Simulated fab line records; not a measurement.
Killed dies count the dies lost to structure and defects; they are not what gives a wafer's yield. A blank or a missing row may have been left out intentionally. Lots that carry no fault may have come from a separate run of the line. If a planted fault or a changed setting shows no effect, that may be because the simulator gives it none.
One fault through the eyes of 2 desks    flow n5-finfet    only its own numbers are on each desk; what lay behind them is given at the end

== METROLOGY DESK ==
Lot by lot, what the gauges showed, no matter which tool ran the lot: averages of those sampled wafers that carry a number. A lot is out of limits, marked OUT, if its mean lies more than 4 standard deviations from the usual mean; the brackets give that distance. Of its 11 readings 7 are shown: those that lie furthest out on some lot.
Columns: A = M2_THK at N5_BEOL_M2_THK_MEAS_53, usual 39.7 nm; B = IOFF_N at N5_BEOL_M4_RC_MEAS_101, usual 0.17 nA/um; C = ION_P at N5_BEOL_M4_RC_MEAS_101, usual 462 uA/um; D = SS_N at N5_BEOL_M4_RC_MEAS_101, usual 71.6 mV/dec; E = SS_P at N5_BEOL_M4_RC_MEAS_101, usual 73.5 mV/dec; F = VT_N at N5_BEOL_M4_RC_MEAS_101, usual 250 mV; G = VT_P at N5_BEOL_M4_RC_MEAS_101, usual -250 mV
lot   first seen here  A     B     C    D     E     F    G
L775  day 8 04:42      39.8  0.14  454  71.0  72.9  252  -252
L777  day 8 16:05      38.7  0.18  468  71.5  73.3  251  -247
L787  day 10 20:38     41.8  0.22  450  73.7  73.8  252  -254
L790  day 11 18:08     37.2  0.17  472  71.4  73.6  249  -244
L795  day 12 23:02     38.7  0.13  458  70.8  72.7  254  -250
This desk found nothing out of limits on any of the 5 lots.

== FOR THE TOOL OWNER'S DESK: cvd-co-02 ==
The tool's own readings at N5_BEOL_M2_CO_CAP_55 (material Co, precursor CCTBA/H2, target thk 2 nm, time 102.1 s): means of the sampled wafers that have a number, for each lot that ran on this tool. A lot is out of limits, marked OUT, if its mean lies more than 4 standard deviations from the usual mean; the brackets give that distance.
Columns: A = heater-power-w at N5_BEOL_M2_CO_CAP_55, usual 231 W; B = run-length-s at N5_BEOL_M2_CO_CAP_55, usual 124.7 s
lot   first seen here  A    B
L777  day 8 16:10      219  125.0
L787  day 10 20:45     217  141.2 (+28) OUT
This desk finds L787 out of limits, L787 being first, at day 10 20:45 (run-length-s at N5_BEOL_M2_CO_CAP_55). In limits: L777.

== TAKEN TOGETHER ==
The tool owner's desk had the chance to raise an alarm at day 10 20:45 on L787.
The metrology desk saw nothing out of limits.
The metrology desk has L787 on record, within its limits.
N5_BEOL_M2_CO_CAP_55 was run on cvd-co-02 by each of the lots named.

== WHAT THE SIMULATOR HAD PUT IN ==
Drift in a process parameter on cvd-co-02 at N5_BEOL_M2_CO_CAP_55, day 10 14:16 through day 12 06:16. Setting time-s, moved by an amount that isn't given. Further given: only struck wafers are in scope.
Shown lots that were struck: L787.
Time in hours from fault onset to the first out-of-limits reading at each desk: the tool owner's desk, 6.
